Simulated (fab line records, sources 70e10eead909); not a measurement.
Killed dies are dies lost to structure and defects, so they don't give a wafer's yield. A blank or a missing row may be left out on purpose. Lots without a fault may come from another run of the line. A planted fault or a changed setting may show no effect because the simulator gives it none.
Chamber matching | flow nand_harc | NHARC_P_STI_DESCUM_14 on rie_diel-05: 4 sister chambers
The step chemistry O2, time 3 s. 14 wafers are shown with their chamber, then 7 later ones without.

WAFERS WITH THEIR CHAMBER
wafer  | chamber | showerhead_plenum_p_Torr (Torr) | oes_product_au (a.u.) | rf_vpp_V (V)
L079.1 | 1       | 2.05                            | 1.020                 | 57.7
L079.4 | 1       | 2.05                            | 1.024                 | 57.5
L079.6 | 3       | 1.93                            | 0.980                 | 58.1
L080.1 | 0       | 2.00                            | 0.988                 | 59.0
L080.2 | 3       | 1.93                            | 0.983                 | 55.8
L080.4 | 0       | 2.00                            | 0.994                 | 58.5
L082.4 | 0       | 2.00                            | 0.989                 | 58.7
L082.5 | 2       | 1.88                            | 0.995                 | 57.9
L082.6 | 1       | 2.05                            | 1.021                 | 58.8
L087.1 | 0       | 2.00                            | 0.998                 | 58.2
L087.5 | 3       | 1.93                            | 0.982                 | 56.3
L087.6 | 0       | 2.00                            | 0.986                 | 57.4
L092.2 | 0       | 2.00                            | 0.986                 | 58.7
L092.4 | 2       | 1.87                            | 1.006                 | 57.5

SIGNATURES (means of the wafers above)
reading                  | chamber 0 | chamber 1 | chamber 2 | chamber 3 | scatter within a chamber
showerhead_plenum_p_Torr | 2.0000    | 2.0500    | 1.8750    | 1.9300    | 0.00224
oes_product_au           | 0.99017   | 1.02167   | 1.00050   | 0.98167   | 0.00437
rf_vpp_V                 | 58.417    | 58.000    | 57.700    | 56.733    | 0.747
Rule: a wafer's distance from a chamber is the root of the sum, over the readings, of the square of ((its reading less the chamber's mean) divided by the reading's scatter). The wafer belongs to the nearest chamber; if the next one is less than 2 further off, it can't be placed. The scatter: the root of (the sum of the squares of (reading less its chamber's mean) over the shown wafers, divided by (wafers less chambers)).

WAFERS WITHOUT THEIR CHAMBER
wafer  | showerhead_plenum_p_Torr (Torr) | oes_product_au (a.u.) | rf_vpp_V (V)
L092.6 | 1.93                            | 0.998                 | 57.4
L095.1 | 2.05                            | 1.008                 | 58.2
L095.3 | 1.93                            | 0.995                 | 57.0
L095.6 | 1.87                            | 0.996                 | 58.1
L097.3 | 2.05                            | 1.001                 | 57.4
L097.4 | 2.00                            | 0.997                 | 57.4
L097.6 | 1.93                            | 0.998                 | 57.7

WHICH CHAMBER EACH WENT THROUGH
wafer  | from the rows above | in truth
L092.6 | 3                   | 3
L095.1 | 1                   | 1
L095.3 | 3                   | 3
L095.6 | 2                   | 2
L097.3 | 1                   | 1
L097.4 | 0                   | 0
L097.6 | 3                   | 3
Placed correctly: 7 of 7. Can't be placed from these rows: 0. Placed wrongly: 0.
